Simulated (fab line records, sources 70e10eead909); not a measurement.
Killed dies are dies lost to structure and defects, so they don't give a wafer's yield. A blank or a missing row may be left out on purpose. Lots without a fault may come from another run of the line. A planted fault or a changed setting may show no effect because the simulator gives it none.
Which tool did it? | flow nand_harc | 14 lots, 42 wafers sampled, at 4 steps of a route of 1302

WHAT THE GAUGES READ, wafer by wafer
The record holds no reading of a measuring or inspecting step that can be judged against a usual standard deviation.

WHICH TOOL RAN EACH LOT (tool, then ch and the chambers of the sampled wafers, then the start)
lot  | NHARC_A_CHANNEL_HOLE_D2_ETCH_23  | NHARC_A_CHANNEL_FILL_D2_ALD_02   | NHARC_A_CHANNEL_FILL_D2_ALD_15                 | NHARC_A_CHANNEL_FILL_D2_ETCHBACK_19
L760 | har_etch-02 ch 0,1, day 12 23:04 | ald_hk-04 ch 0,2,3, day 13 03:37 | ald_sin_batch-01 ch 0, day 14 05:20 or earlier | rie_si-02 ch 0,1,3, day 14 05:20
L761 | har_etch-01 ch 0,1, day 13 07:28 | ald_hk-04 ch 0,1,2, day 13 11:53 | ald_sin_batch-03 ch 0, day 14 12:49 or earlier | rie_si-05 ch 0,1,3, day 14 12:49
L763 | har_etch-02 ch 0,1, day 14 12:38 | ald_hk-04 ch 0,3, day 14 16:53   | ald_sin_batch-03 ch 0, day 15 20:02 or earlier | rie_si-05 ch 0,2,3, day 15 20:02
L762 | har_etch-01 ch 0,1, day 14 16:28 | ald_hk-02 ch 0,2,3, day 14 21:18 | ald_sin_batch-03 ch 0, day 15 20:02 or earlier | rie_si-06 ch 2,3, day 15 20:02
L764 | har_etch-02 ch 0,1, day 14 16:35 | ald_hk-02 ch 1,2,3, day 14 21:31 | ald_sin_batch-03 ch 0, day 15 20:04 or earlier | rie_si-02 ch 0,1,3, day 15 20:04
L766 | har_etch-01 ch 0,1, day 16 01:54 | ald_hk-04 ch 0,2,3, day 16 06:32 | ald_sin_batch-03 ch 0, day 16 19:30            | rie_si-05 ch 1,2,3, day 17 09:37
L767 | har_etch-02 ch 1, day 16 05:18   | ald_hk-02 ch 0,1,3, day 16 14:59 | ald_sin_batch-03 ch 0, day 17 17:07 or earlier | rie_si-05 ch 0,2,3, day 17 17:07
L769 | har_etch-01 ch 0,1, day 17 10:39 | ald_hk-01 ch 0,1,2, day 17 15:29 | ald_sin_batch-02 ch 0, day 18 12:44 or earlier | rie_si-02 ch 0,3, day 18 12:44
L771 | har_etch-02 ch 0,1, day 17 21:57 | ald_hk-04 ch 0,1,3, day 18 02:28 | ald_sin_batch-02 ch 0, day 19 00:23 or earlier | rie_si-02 ch 0,1, day 19 00:23
L772 | har_etch-01 ch 0,1, day 18 08:26 | ald_hk-02 ch 0,1,3, day 18 13:06 | ald_sin_batch-02 ch 0, day 19 16:02 or earlier | rie_si-02 ch 0,1,3, day 19 16:02
L781 | har_etch-01 ch 0,1, day 22 06:41 | ald_hk-01 ch 0,1,2, day 22 11:09 | ald_sin_batch-03 ch 0, day 23 12:37 or earlier | rie_si-05 ch 0,2,3, day 23 12:37
L780 | har_etch-02 ch 0,1, day 22 08:16 | ald_hk-04 ch 0,1, day 22 12:37   | ald_sin_batch-03 ch 0, day 23 12:38 or earlier | rie_si-06 ch 0,1,2, day 23 12:38
L782 | har_etch-02 ch 0,1, day 22 13:36 | ald_hk-01 ch 0,2,3, day 22 18:11 | ald_sin_batch-02 ch 0, day 23 19:28 or earlier | rie_si-05 ch 0,2,3, day 23 19:28
L783 | har_etch-01 ch 0,1, day 23 06:05 | ald_hk-01 ch 0,2,3, day 23 11:08 | ald_sin_batch-02 ch 0, day 24 08:44 or earlier | rie_si-02 ch 1,3, day 24 08:44
- NHARC_A_CHANNEL_HOLE_D2_ETCH_23: etches the open film in C4F8/O2/Ar, time 819 s, target depth 1600 nm.
- NHARC_A_CHANNEL_FILL_D2_ALD_02: deposits SiO2, target thk 6 nm, pulse time 10 s, ald cycles 60.
- NHARC_A_CHANNEL_FILL_D2_ALD_15: deposits SiNx, target thk 2 nm, pulse time 60 s, ald cycles 19.
- NHARC_A_CHANNEL_FILL_D2_ETCHBACK_19: etches the open film in HBr/Cl2, target depth 5 nm, time 1.7 s.

WHAT THE TOOLS THEMSELVES READ (means of the sampled wafers that have a number; where no wafer has one, the mark that the record gives instead)
NHARC_A_CHANNEL_HOLE_D2_ETCH_23.
lot  | tool        | drypump_motor_current_A (A) | mfc_ar_sccm (sccm) | oes_air_line_au (a.u.) | showerhead_plenum_p_Torr (Torr) | throttle_valve_pct (%)
L760 | har_etch-02 | 6.08                        | 376.7              | 0.999                  | 3.63                            | 32.157
L761 | har_etch-01 | 5.83                        | 374.7              | 0.985                  | 3.64                            | 32.157
L763 | har_etch-02 | 6.08                        | 374.2              | 1.019                  | 3.62                            | 32.155
L762 | har_etch-01 | 5.84                        | 376.9              | 1.013                  | 3.63                            | 32.158
L764 | har_etch-02 | 6.30                        | 374.0              | 1.019                  | 3.50                            | 32.156
L766 | har_etch-01 | 5.85                        | 375.7              | 0.984                  | 3.62                            | 32.153
L767 | har_etch-02 | 6.51                        | 374.8              | 0.979                  | 3.39                            | 32.149
L769 | har_etch-01 | 5.86                        | 374.8              | 1.023                  | 3.56                            | 32.158
L771 | har_etch-02 | 6.29                        | 373.5              | 0.995                  | 3.85                            | 32.158
L772 | har_etch-01 | 5.84                        | 375.5              | 1.004                  | 3.60                            | 32.163
L781 | har_etch-01 | 5.84                        | 374.7              | 0.990                  | 3.57                            | 32.147
L780 | har_etch-02 | 6.10                        | 374.2              | 0.986                  | 3.74                            | 32.155
L782 | har_etch-02 | 6.09                        | 375.3              | 1.008                  | 3.74                            | 32.164
L783 | har_etch-01 | 5.83                        | 375.2              | 0.994                  | 3.57                            | 32.144

NHARC_A_CHANNEL_FILL_D2_ALD_02.
lot  | tool      | heater_power_w (W) | precursor_pulse_height_rel
L760 | ald_hk-04 | 429                | 1.017
L761 | ald_hk-04 | 421                | 0.988
L763 | ald_hk-04 | 474                | 0.997
L762 | ald_hk-02 | 477                | 0.984
L764 | ald_hk-02 | 457                | 0.986
L766 | ald_hk-04 | 427                | 0.999
L767 | ald_hk-02 | 488                | 1.002
L769 | ald_hk-01 | 526                | 1.009
L771 | ald_hk-04 | 470                | 1.010
L772 | ald_hk-02 | 490                | 1.000
L781 | ald_hk-01 | 538                | 1.000
L780 | ald_hk-04 | 473                | 1.019
L782 | ald_hk-01 | 514                | 1.017
L783 | ald_hk-01 | 509                | 0.996

NHARC_A_CHANNEL_FILL_D2_ALD_15.
lot  | tool             | precursor_pulse_height_rel
L760 | ald_sin_batch-01 | 0.993
L761 | ald_sin_batch-03 | 0.997
L763 | ald_sin_batch-03 | 0.992
L762 | ald_sin_batch-03 | 1.015
L764 | ald_sin_batch-03 | 1.006
L766 | ald_sin_batch-03 | 1.003
L767 | ald_sin_batch-03 | 0.995
L769 | ald_sin_batch-02 | 0.985
L771 | ald_sin_batch-02 | 1.003
L772 | ald_sin_batch-02 | 0.981
L781 | ald_sin_batch-03 | 1.001
L780 | ald_sin_batch-03 | 1.009
L782 | ald_sin_batch-02 | 0.984
L783 | ald_sin_batch-02 | 1.018

NHARC_A_CHANNEL_FILL_D2_ETCHBACK_19.
lot  | tool      | drypump_motor_current_A (A) | mfc_cl2_sccm (sccm) | oes_product_au (a.u.) | throttle_valve_pct (%)
L760 | rie_si-02 | 5.67                        | 49.94               | 1.002                 | 26.401
L761 | rie_si-05 | 5.63                        | 50.05               | 0.994                 | 26.408
L763 | rie_si-05 | 5.67                        | 49.92               | 1.002                 | 26.420
L762 | rie_si-06 | 5.31                        | 50.01               | 1.002                 | 26.404
L764 | rie_si-02 | 5.66                        | 50.11               | 0.997                 | 26.407
L766 | rie_si-05 | 5.81                        | 49.86               | 1.000                 | 26.406
L767 | rie_si-05 | 5.67                        | 50.04               | 0.999                 | 26.405
L769 | rie_si-02 | 5.79                        | 49.98               | 1.007                 | 26.406
L771 | rie_si-02 | 5.51                        | 50.12               | 1.006                 | 26.410
L772 | rie_si-02 | 5.65                        | 49.97               | 0.999                 | 26.404
L781 | rie_si-05 | 5.66                        | 50.12               | 0.797                 | 26.394
L780 | rie_si-06 | 5.39                        | 50.08               | 0.995                 | 26.416
L782 | rie_si-05 | 5.66                        | 49.91               | 0.796                 | 26.409
L783 | rie_si-02 | 5.70                        | 49.96               | 1.009                 | 26.414

THE ANSWER, worked out from the rows above alone
Rule: what is usual is taken from the lots themselves. Put in order of their means at a reading, lots are off if they are a third of the lots or fewer, leave a main group of 4 or more, and stand apart from it by a gap of 3 or more times the standard deviation of the main group's means; of several such gaps the widest counts. A main group whose means are all the same, to the digits that the tables above print for the reading, isn't used. A lot without any number at a reading at which 4 lots or more have one is off too. The other lots that the step has rows for count as sound. The gauges are gone through in route order, then the tools' own readings, and for those a lot's mean is taken as printed above. The first step at which some lot is off is used, and at that step the reading that is off furthest; a lot without a number counts as furthest.
Off: L781, L782, at NHARC_A_CHANNEL_FILL_D2_ETCHBACK_19 (oes_product_au). The main group: mean 1.001 a.u., standard deviation 0.0045.
A tool fits if, at that step or a process step before it, it ran every lot that is off, and no sound lot after the first of them. NHARC_A_CHANNEL_FILL_D2_ALD_15 gives no start for some lots, so the hours and the order of its lots are those of NHARC_A_CHANNEL_FILL_D2_ETCHBACK_19. One fits: rie_si-05 at NHARC_A_CHANNEL_FILL_D2_ETCHBACK_19. Its last sound lot is L767 (day 17 17:07), its first lot that is off L781 (day 23 12:37): a fault that began between those two fits.
The tool's own readings at NHARC_A_CHANNEL_FILL_D2_ETCHBACK_19 bear it out: on the lots that are off they differ by more than 5 times the standard deviation of the sound lots' means. oes_product_au reads 0.796 a.u. there against 1.001 a.u. on the sound lots.

WHAT THE SIMULATOR HAD PUT IN
Process parameter drift: rie_si-05, from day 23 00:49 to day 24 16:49, at NHARC_A_CHANNEL_FILL_D2_ETCHBACK_19. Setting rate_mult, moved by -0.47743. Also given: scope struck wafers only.
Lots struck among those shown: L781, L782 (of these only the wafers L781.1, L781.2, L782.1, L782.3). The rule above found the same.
